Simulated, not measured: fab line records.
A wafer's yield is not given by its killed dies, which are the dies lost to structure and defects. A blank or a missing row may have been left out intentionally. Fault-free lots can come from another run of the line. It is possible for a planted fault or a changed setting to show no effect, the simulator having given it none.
Split-lot trial + flow n5-finfet + 7 lots, 21 wafers read, on a route of 1938 steps

## THE SPLIT
At N5_WELL_APT_PEB_06 (peb time 90 s), the setting peb-time-s was moved away from the recipe's 90 s on 8 of the 21 wafers read, by -18.5% to +22.3%. For the rest of the wafers, this setting stayed at what the recipe calls for.

## FROM THE SPLIT TO THE READING: what the file shows between them, 2 steps
- N5_WELL_APT_DEVELOP_07: develop time 45 s
- N5_WELL_APT_HARDBAKE_12: time 120 s

## THE READING
cd-nm (nm) at N5_WELL_APT_CD_MEAS_08, where the cd target is 200 nm. A value of 199.5 nm with a standard deviation of 1.6 nm is what fault-free wafers of this fab line usually give.

| wafer  | tool, chamber at the split | peb-time-s as run, s | against the recipe | cd-nm, nm | against lot-mates on the recipe |
|--------|----------------------------|----------------------|--------------------|-----------|---------------------------------|
| L074.2 | litho-track-03, 0          | 73.33                | -18.5%             | 193.0     | -7.3                            |
| L074.3 | litho-track-03, 0          | 90                   | recipe             | 200.3     | -                               |
| L074.4 | litho-track-03, 0          | 73.33                | -18.5%             | 193.1     | -7.2                            |
| L080.2 | litho-track-04, 0          | 90                   | recipe             | 198.4     | -                               |
| L080.3 | litho-track-04, 0          | 95.99                | +6.7%              | 199.5     | +1.1                            |
| L080.6 | litho-track-04, 0          | 95.99                | +6.7%              | 200.5     | +2.1                            |
| L082.4 | litho-track-04, 0          | 90                   | recipe             | 198.7     | -                               |
| L082.5 | litho-track-04, 0          | 110.1                | +22.3%             | 204.2     | +4.2                            |
| L082.6 | litho-track-04, 0          | 90                   | recipe             | 201.3     | -                               |
| L086.1 | litho-track-01, 0          | 90                   | recipe             | 198.8     | -                               |
| L086.4 | litho-track-01, 0          | 90                   | recipe             | 199.9     | -                               |
| L086.5 | litho-track-01, 0          | 90                   | recipe             | 199.3     | -                               |
| L089.1 | litho-track-03, 0          | 90                   | recipe             | 198.0     | -                               |
| L089.4 | litho-track-03, 0          | 90                   | recipe             | 200.5     | -                               |
| L089.6 | litho-track-03, 0          | 103.7                | +15.2%             | 203.9     | +4.7                            |
| L091.1 | litho-track-01, 0          | 90                   | recipe             | 201.9     | -                               |
| L091.4 | litho-track-01, 0          | 90                   | recipe             | 198.2     | -                               |
| L091.6 | litho-track-01, 0          | 90                   | recipe             | 202.5     | -                               |
| L093.3 | litho-track-03, 0          | 102.7                | +14.1%             | 205.5     | +5.7                            |
| L093.4 | litho-track-03, 0          | 90                   | recipe             | 199.8     | -                               |
| L093.6 | litho-track-03, 0          | 102.7                | +14.1%             | 207.0     | +7.2                            |

THE FIT
A straight line over all 21 wafers: cd-nm changes by +0.318 nm for each +1% of peb-time-s; r = +0.89; the points scatter about the line by 1.6 nm.
The same after taking each lot's own level away (the mean of its wafers on the recipe; 21 wafers): +0.338 nm for each +1%; r = +0.92; scatter 1.4 nm.
According to that fit, moving peb-time-s by its largest amount changes the reading by 7.6 nm.
Measured against the standard deviation above, the lots' own levels, which go from 198.40 to 200.87 nm, span 1.5 times it.
Hence the lot-to-lot level has little effect on the slope; both slopes agree.
Check: +8.58 nm against its lot-mates is what the line predicts for one of the wafers moved furthest among these (+22.3%) when that wafer is left out of the fit. Against them it came out at +4.2 nm.

## FURTHER SPLITS ON THESE WAFERS
Note: prior to the reading, these wafers also went through further splits. Each is held against what the fit with the lots' levels taken away leaves over:
| other split on the same wafers          | wafers away from the commonest value | r with cd-nm (lot level and that fit taken away) |
|-----------------------------------------|--------------------------------------|--------------------------------------------------|
| N5_ZERO_LAYER_EXPOSE_08 dose-mj         | 10                                   | +0.33                                            |
| N5_ZERO_LAYER_DEVELOP_10 develop-time-s | 10                                   | -0.21                                            |
| N5_WELL_APT_COAT_02 spin-rpm            | 5                                    | +0.42                                            |

## FILE'S OWN FIT
cd-nm changes by +0.306 nm for each +1% of peb-time-s, r = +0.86.
